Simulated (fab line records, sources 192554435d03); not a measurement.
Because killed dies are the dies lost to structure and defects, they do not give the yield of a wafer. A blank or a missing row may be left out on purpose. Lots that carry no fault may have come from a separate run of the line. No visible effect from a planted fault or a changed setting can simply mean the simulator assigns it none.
One fault seen from 3 desks    flow n5_finfet    each desk holds nothing but its own numbers, with what lay behind them at the end

== THE TOOL OWNER'S DESK: ald_metal-03 ==
The tool's own readings at N5_HKMG_FIN_ALD_36 (deposits TiN, target thk 1 nm, pulse time 1 s, purge time 3 s): means of the sampled wafers that have a number, for each lot that ran on this tool. The brackets show how far a lot's mean lies from the usual mean; more than 4 standard deviations puts the lot out of limits, marked OUT.
Columns: A = heater_power_w at N5_HKMG_FIN_ALD_36, usual 892 W; B = precursor_pulse_height_rel at N5_HKMG_FIN_ALD_36, usual 0.999
lot   first seen here  A    B
L217  day 4 07:50      862  0.983
L218  day 4 13:49      919  0.997
L221  day 5 12:51      844  1.008
L227  day 6 18:53      879  0.978
Finding of this desk: none of the 4 lots has anything out of limits.

== THE METROLOGY DESK ==
What the gauges read for every lot (on any tool): the sampled wafers with a number, averaged. The brackets show how far a lot's mean lies from the usual mean; more than 4 standard deviations puts the lot out of limits, marked OUT. Of its 10 readings 7 are shown: those that lie furthest out on some lot.
Columns: A = DIBL_P at N5_BEOL_M4_RC_MEAS_101, usual 38 mV/V; B = IOFF_N at N5_BEOL_M4_RC_MEAS_101, usual 0.18 nA/um; C = IOFF_P at N5_BEOL_M4_RC_MEAS_101, usual 0.25 nA/um; D = ION_N at N5_BEOL_M4_RC_MEAS_101, usual 678 uA/um; E = SS_N at N5_BEOL_M4_RC_MEAS_101, usual 71.7 mV/dec; F = VT_N at N5_BEOL_M4_RC_MEAS_101, usual 249 mV; G = VT_P at N5_BEOL_M4_RC_MEAS_101, usual -248 mV
lot   first seen here  A   B     C     D    E     F    G
L217  day 10 12:04     39  0.19  0.23  671  71.4  248  -250
L218  day 11 05:18     35  0.15  0.23  686  71.3  247  -248
L221  day 12 09:07     34  0.13  0.23  665  71.3  253  -246
L227  day 13 06:21     37  0.16  0.22  678  71.9  250  -248
L230  day 14 04:21     40  0.22  0.28  694  72.2  246  -248
L231  day 14 05:19     38  0.18  0.26  678  71.9  251  -247
L232  day 15 06:35     40  0.22  0.33  687  72.3  245  -242
L239  day 16 15:21     41  0.24  0.30  686  72.6  244  -245
L237  day 17 18:43     40  0.23  0.29  688  72.0  247  -246
Finding of this desk: none of the 9 lots has anything out of limits.

== THE DEFECT DESK ==
What the inspections along the route counted, lot by lot: means of the sampled wafers that have a number. The brackets show how far a lot's mean lies from the usual mean; more than 4 standard deviations puts the lot out of limits, marked OUT.
Columns: A = raw_defect_count at N5_SDB_INSPECT_36, usual 40
lot   first seen here  A
L217  day 4 04:04      49
L218  day 4 10:04      28
L221  day 5 09:07      37
L227  day 6 15:15      49
L230  day 7 08:05      36
L231  day 7 13:56      30
L232  day 7 20:05      34
L237  day 9 04:27      37
L239  day 9 16:22      25
Finding of this desk: none of the 9 lots has anything out of limits.

== BROUGHT TOGETHER ==
Nothing out of limits was seen by the tool owner's desk.
From the metrology desk's view, nothing was out of limits.
No out-of-limits result turned up at the defect desk.

== WHAT HAD BEEN PUT IN BY THE SIMULATOR ==
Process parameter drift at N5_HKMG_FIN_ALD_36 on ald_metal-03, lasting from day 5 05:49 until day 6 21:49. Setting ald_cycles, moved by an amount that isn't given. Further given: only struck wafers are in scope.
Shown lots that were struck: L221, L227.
